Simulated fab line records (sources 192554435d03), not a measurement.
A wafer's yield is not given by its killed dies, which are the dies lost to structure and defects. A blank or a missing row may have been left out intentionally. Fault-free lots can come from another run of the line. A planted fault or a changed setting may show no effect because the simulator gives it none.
Split-lot experiment + flow n5-finfet + on a route of 1938 steps: 7 lots, 21 wafers read

ON THE SPLIT
At N5_BEOL_M11_EXPOSE_25 (exposes mask V10), the setting dose-mj was moved away from the recipe's 85.5 on 8 of the 21 wafers read, by -7.2% to +4.9%. All remaining wafers had this setting at the recipe value.

FROM THE SPLIT TO THE READING: what the file shows between them, 2 steps
- N5_BEOL_M11_PEB_26: peb time 60 s
- N5_BEOL_M11_DEVELOP_27: develop time 30 s

THE READING
cd-nm, in nm, at N5_BEOL_M11_CD_MEAS_28 (target cd 70 nm). On this fab line, fault-free wafers typically give 69.9 nm with a standard deviation of 0.88 nm.

| wafer  | tool, chamber at the split | dose-mj as run | against the recipe | cd-nm, nm | against lot-mates on the recipe |
|--------|----------------------------|----------------|--------------------|-----------|---------------------------------|
| L074.2 | arfi-scanner-03, 0         | 85.5           | recipe             | 71.6      | -                               |
| L074.3 | arfi-scanner-03, 0         | 89.69          | +4.9%              | 74.5      | +3.3                            |
| L074.6 | arfi-scanner-03, 0         | 85.5           | recipe             | 70.8      | -                               |
| L078.4 | arfi-scanner-01, 0         | 85.5           | recipe             | 69.8      | -                               |
| L078.5 | arfi-scanner-01, 0         | 85.5           | recipe             | 69.1      | -                               |
| L078.6 | arfi-scanner-01, 0         | 85.5           | recipe             | 68.3      | -                               |
| L080.1 | arfi-scanner-03, 0         | 79.32          | -7.2%              | 64.0      | -5.8                            |
| L080.5 | arfi-scanner-03, 0         | 85.5           | recipe             | 69.8      | -                               |
| L080.6 | arfi-scanner-03, 0         | 79.32          | -7.2%              | 63.5      | -6.3                            |
| L081.3 | arfi-scanner-03, 0         | 85.5           | recipe             | 69.4      | -                               |
| L081.4 | arfi-scanner-03, 0         | 85.5           | recipe             | 69.0      | -                               |
| L081.5 | arfi-scanner-03, 0         | 85.5           | recipe             | 69.3      | -                               |
| L089.2 | arfi-scanner-02, 0         | 81.82          | -4.3%              | 66.8      | -3.2                            |
| L089.4 | arfi-scanner-02, 0         | 81.82          | -4.3%              | 66.4      | -3.6                            |
| L089.5 | arfi-scanner-02, 0         | 85.5           | recipe             | 70.0      | -                               |
| L092.1 | arfi-scanner-03, 0         | 89.38          | +4.5%              | 74.5      | +3.7                            |
| L092.3 | arfi-scanner-03, 0         | 85.5           | recipe             | 71.1      | -                               |
| L092.5 | arfi-scanner-03, 0         | 85.5           | recipe             | 70.6      | -                               |
| L095.1 | arfi-scanner-01, 0         | 85.5           | recipe             | 70.3      | -                               |
| L095.2 | arfi-scanner-01, 0         | 80.21          | -6.2%              | 64.1      | -6.2                            |
| L095.3 | arfi-scanner-01, 0         | 80.21          | -6.2%              | 64.3      | -6.0                            |

FIT RESULTS
A straight line over all 21 wafers: cd-nm changes by +0.892 nm for each +1% of dose-mj; r = +0.97; the points scatter about the line by 0.78 nm.
The same after taking each lot's own level away (the mean of its wafers on the recipe; 21 wafers): +0.846 nm for each +1%; r = +0.99; scatter 0.46 nm.
On that fit, the largest move of dose-mj shifts the reading by 6.1 nm.
The lots' own levels span 69.07 to 71.20 nm, that is 2.4 times the standard deviation above.
Hence the lot-to-lot level has little effect on the slope; both slopes agree.
Check: with one of the wafers moved furthest among these (-7.2%) left out of the fit, the line predicts -6.32 nm for it against its lot-mates. It came out at -5.8 nm against them.

THE FILE'S OWN FIT
cd-nm changes by +0.846 nm for each +1% of dose-mj, r = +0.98.
